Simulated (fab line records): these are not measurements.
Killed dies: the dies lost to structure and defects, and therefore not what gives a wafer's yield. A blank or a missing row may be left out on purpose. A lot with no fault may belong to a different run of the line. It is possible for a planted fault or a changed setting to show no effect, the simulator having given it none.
Chamber matching + flow nandHarc + pecvd-02 running NHARC_P_M0_PRE_CLEAN_31: 3 sister chambers
The step time 12 s. 3 wafers are shown with their chamber, then 9 later ones without.

WAFERS WITH THEIR CHAMBER
| wafer  | chamber | heaterPowerW (W) |
|--------|---------|------------------|
| L082.3 | 0       | 698              |
| L086.1 | 2       | 595              |
| L086.5 | 1       | 617              |

WAFERS WITHOUT THEIR CHAMBER
| wafer  | heaterPowerW (W) |
|--------|------------------|
| L087.3 | 515              |
| L087.5 | 620              |
| L087.6 | 746              |
| L094.1 | 610              |
| L094.5 | 745              |
| L094.6 | 588              |
| L095.1 | 550              |
| L095.2 | 767              |
| L095.3 | 547              |

EACH ONE'S CHAMBER
| wafer  | from the rows above          | in truth |
|--------|------------------------------|----------|
| L087.3 | can't be placed: 2 or 1      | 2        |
| L087.5 | can't be placed: 1 or 2 or 0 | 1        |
| L087.6 | can't be placed: 0 or 1      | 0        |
| L094.1 | can't be placed: 1 or 2 or 0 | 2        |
| L094.5 | can't be placed: 0 or 1      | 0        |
| L094.6 | can't be placed: 2 or 1      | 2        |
| L095.1 | can't be placed: 2 or 1      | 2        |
| L095.2 | can't be placed: 0 or 1      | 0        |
| L095.3 | can't be placed: 2 or 1      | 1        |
Placed correctly: 0 of 9. Not placeable from these rows: 9 (in 9, the candidates include the true chamber). Placed wrongly: 0.
How it was worked out, from the rows above alone: a wafer's distance from a chamber is the root of the sum, over the readings, of the square of ((its reading less the chamber's mean) divided by the reading's scatter). If the next closest chamber is less than 2 further off than the closest, the wafer can't be placed; otherwise it belongs to the closest. A chamber's mean is the mean of its shown wafers. The scatter: with one shown wafer a chamber, the root of the mean of the squares of how far each hidden wafer lies from its nearest shown one.
